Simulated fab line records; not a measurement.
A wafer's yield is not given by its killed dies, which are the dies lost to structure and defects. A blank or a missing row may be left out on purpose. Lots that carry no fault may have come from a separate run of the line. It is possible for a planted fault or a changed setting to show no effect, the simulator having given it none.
Code-filled problem report in 8D (eight disciplines) form :: flow n5-finfet :: the parts of the form that need people (team, actions taken, sign-off) are left out

== 1. PROBLEM STATEMENT ==
spin-speed-rpm at N5_BEOL_M0_SAQP_COAT_08 reads a mean of 1616.7 rpm on 6 wafers of 2 lots; wafers without a fault read 1499.7 rpm with a standard deviation of 0.8. That is +99 or more standard deviations from the usual mean.
The step: resist thk 90 nm.
First observed at day 10 11:58: wafer L641.2, on litho-track-05. The record holds 27 wafers of 11 lots with a number at this step. By rule, "out" or "out of limits" means more than 4 standard deviations away from the usual mean. The rest of the wafers with a number are treated as sound.

== 2. WHAT IT IS; WHAT IT IS NOT ==
question: which readings at this step
is: spin-speed-rpm
is not: -

question: which lots
is: L641, L644
is not: L623, L624, L626, L629, L631, L632, L633, L635, L639

question: which wafers of those lots
is: all that have a number
is not: -

question: read on which tools
is: litho-track-05
is not: litho-track-03, litho-track-04

question: when
is: from day 10 11:58
is not: up to then (21 sound wafers)

== 3. WHAT RULES OUT EACH SUSPECT ==
Counting: a tool at a process step up to the reading stays a suspect if it ran every lot that is out and no sound lot after the first of them.
- litho-track-05 at N5_BEOL_M0_SAQP_COAT_08 (resist thk 90 nm): kept. Every lot that is out went through it, starting with L641 (day 10 11:58), and after that it ran no sound lot; the last sound lot it ran before then is L632 (day 8 06:39). On those wafers its own readings are out: spin-speed-rpm.
The count leaves litho-track-05 at N5_BEOL_M0_SAQP_COAT_08.

== 4. THE CAUSE (what the simulator had put in) ==
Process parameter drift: litho-track-05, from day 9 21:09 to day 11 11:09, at N5_BEOL_M0_SAQP_COAT_08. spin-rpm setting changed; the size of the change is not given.
The count eliminated every tool but this one.

== 5. SEQUENCE OF EFFECTS, ordered by route ==
Rows list readings where the struck wafers' mean (over those with a number) sits beyond 3 standard deviations from the usual. Readings are gone through only where the record gives a usual standard deviation; hours: the median, over the lots, of the time from a lot's start at the first step in this table giving one to that lot's start at this step; sigmas: the change measured in usual standard deviations.
hours: 0
step: N5_BEOL_M0_SAQP_COAT_08
reading: spin-speed-rpm
usual: 1499.7 rpm
on struck wafers: 1616.7
change: +117.0
sigmas: +99 or more
Here are the process steps it includes:
- N5_BEOL_M0_SAQP_COAT_08: resist thk 90 nm.
At these later measuring or inspecting steps, every struck wafer for which the step has a row has a number for every such reading, and none has moved that far: N5_BEOL_M4_RC_MEAS_101.

== 6. HOW IT WOULD HAVE BEEN CAUGHT EARLIER ==
In this record no reading fell out of limits until day 10 11:58, 15 hours after the fault had begun at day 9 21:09.
